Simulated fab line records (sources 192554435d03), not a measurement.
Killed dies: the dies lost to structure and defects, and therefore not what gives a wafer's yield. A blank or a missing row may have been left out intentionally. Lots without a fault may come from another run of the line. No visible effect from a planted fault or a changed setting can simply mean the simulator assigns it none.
Struck lot and sound lot, side by side -- flow n5_finfet -- 43 steps out of a route of 1938
Sound: the wafers L134.2, L134.4, L134.6. Struck: wafer L124.4. (L124.5, L124.6 of the same lot were not struck and are left out.) The cause comes at the end.
For every step that has rows: the tool of each side, followed by ch and its chambers, followed by its first start. Under that, the readings that differ: sound wafers -- struck wafers -- difference of the means -- sigmas: that difference in standard deviations of wafers without a fault.
alike: same words and numbers on both sides, and readings whose means sit less than 2 such deviations apart. not compared: any withheld reading, any reading some wafer has no value for, any bound like >300 that may hide the same value, and any number with overlapping values for which the record gives no deviation.
Wherever a step has rows on one side only, a row that says differs or no value, or a row with sigmas, the two part there. When numbers do not overlap yet have no deviation, they are printed without sigmas and do not part them. A reading that every wafer of one side lacks parts them only if that side has two wafers or more.

first, 11 steps without rows for these wafers: N5_BEOL_M4_DESCUM_33 (chemistry O2, time 7 s); N5_BEOL_M4_ETCH_77 (etches underlayer in N2/H2, target depth 6.5 nm, time 5.2 s); N5_BEOL_M4_ETCH_69 (etches SiARC in CF4, target depth 15.6 nm, time 26 s); N5_BEOL_M4_ALD_98 (deposits SiO2, target thk 2.5 nm, pulse time 1 s, co reactant pulse time 1 s); N5_BEOL_M4_ETCHBACK_99 (etches SiO2 in CHF3, target depth 5 nm, time 10.4 s); N5_BEOL_M4_ETCH_70 (etches SOC in N2/H2, target depth 80 nm, overetch 24 nm, time 130 s); N5_BEOL_M4_STRIP_71 (strips in N2/H2); N5_BEOL_M4_STRIP_78 (strips in N2/H2); N5_BEOL_M4_VIA_ETCH_34 (etches the open film in C4F6/O2, target depth 69.4 nm, time 65.9 s); N5_BEOL_M4_STRIP_83 (strips in C4F6/O2); N5_BEOL_M4_STRIP_36 (strips in N2/H2).
N5_BEOL_M4_TRENCH_ETCH_37: etches SiOC in C4F6/O2, target depth 55.555 nm, time 29.2 s.
  sound on rie_diel-05 ch 0,1, day 14 01:47; struck on rie_diel-06 ch 2, day 11 14:31
reading,sound,struck,difference,sigmas
rf_fwd_power_W (W),348.6 350.7 350.5,266.4,-83.5,-56
rf_vpp_V (V),654 655 639,775,+126,+7
model.etch.depth_nm (nm),52.68 53.28 56.16,51.56,-2.48,
model.BEOL_M4.feature_depth_nm (nm),52.6 53.2 56.2,51.6,-2.4,
  alike: drypump_motor_current_A, oes_product_au, showerhead_plenum_p_Torr, throttle_valve_pct
  not compared: rf_hours_counter_h
then, 2 steps without rows for these wafers: N5_BEOL_M4_ETCH_41 (etches SiCN in CH3F/O2, target depth 29.9 nm, time 52.5 s); N5_BEOL_M4_STRIP_97 (strips in N2/H2, time 10 s).
N5_BEOL_M4_OCD_MEAS_38:
  sound on ocd-02, day 14 01:57; struck on ocd-01, day 11 14:40
reading,sound,struck,difference,sigmas
trench_depth_nm (nm),52.5 53.6 56.7,51.3,-3.0,-2
then, 25 steps without rows for these wafers: N5_BEOL_M4_HM_STRIP_39 (strips TiN in peroxide tin strip, target depth 25 nm, time 158 s); N5_BEOL_M4_SRD_40 (time 30 s); N5_BEOL_M4_PRECLEAN_42 (cleans in residue remover, time 60 s); N5_BEOL_M4_SRD_43 (time 30 s); N5_BEOL_M4_DEGAS_44 (time 60 s); N5_BEOL_M4_PRE_CLEAN_45 (time 30 s); N5_BEOL_M4_ALD_84 (deposits TaN, pulse time 2 s, purge time 3 s, co reactant purge time 2 s); N5_BEOL_M4_SURFACE_TREAT_85; N5_BEOL_M4_CVD_47 (deposits Co from CCTBA/H2, target thk 3 nm, time 223.8 s); N5_BEOL_M4_SPUTTER_48 (material Cu, target thk 4.5 nm, time 8.29 s); N5_BEOL_M4_ANNEAL_49 (time 240 s); N5_BEOL_M4_SPUTTER_79 (material Cu, target thk 4.5 nm, time 8.29 s); N5_BEOL_M4_ANNEAL_80 (time 240 s); N5_BEOL_M4_SPUTTER_81 (material Cu, target thk 4.5 nm, time 8.29 s); N5_BEOL_M4_ANNEAL_82 (time 240 s); N5_BEOL_M4_SPUTTER_86 (material Cu, target thk 4.5 nm, time 8.29 s); N5_BEOL_M4_ANNEAL_87 (time 240 s); N5_BEOL_M4_SPUTTER_88 (material Cu, target thk 4.5 nm, time 8.29 s); N5_BEOL_M4_ANNEAL_89 (time 240 s); N5_BEOL_M4_SPUTTER_90 (material Cu, target thk 4.5 nm, time 8.29 s); N5_BEOL_M4_ANNEAL_91 (time 240 s); N5_BEOL_M4_SPUTTER_92 (material Cu, target thk 4.5 nm, time 8.29 s); N5_BEOL_M4_ANNEAL_93 (time 240 s); N5_BEOL_M4_SPUTTER_94 (material Cu, target thk 4.5 nm, time 8.29 s); N5_BEOL_M4_ANNEAL_95 (time 240 s).
N5_BEOL_M4_CMP_52: polishes, stops on SiOC, t overpolish 6.8 s, target thk 40 nm.
  sound on cmp-02 ch 0,2, day 14 05:13; struck on cmp-03 ch 3, day 11 17:59
reading,sound,struck,difference,sigmas
overpolish_run_s (s),6.810 6.805 6.784,6.774,-0.026,-3
model.Cu_of_BEOL_M4_ECD_50.thk_nm (nm),40 39.2 41.8,36,-4,
  alike: barrier_field_endpoint_s, motor_current_A, slurry_filter_dp_kPa, time_to_endpoint_s
N5_BEOL_M4_RC_MEAS_101:
  sound on prober-01 ch 0, day 14 05:59; struck on prober-02 ch 0, day 11 19:02
  alike: DIBL_N, DIBL_P, IOFF_N, IOFF_P, ION_N, ION_P, SS_N, SS_P, VT_N, VT_P
N5_PASSIVATION_PROBE_49:
  the record has rows for the sound wafers here (prober-01, day 19 00:27) and none for the struck ones

## WHERE THEY PART
First at N5_BEOL_M4_TRENCH_ETCH_37; last, within this record, at N5_PASSIVATION_PROBE_49.

WHY: the cause the simulator had injected
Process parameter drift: rie_diel-06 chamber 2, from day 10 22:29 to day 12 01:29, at N5_BEOL_M4_TRENCH_ETCH_37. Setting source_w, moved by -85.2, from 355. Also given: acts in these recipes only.
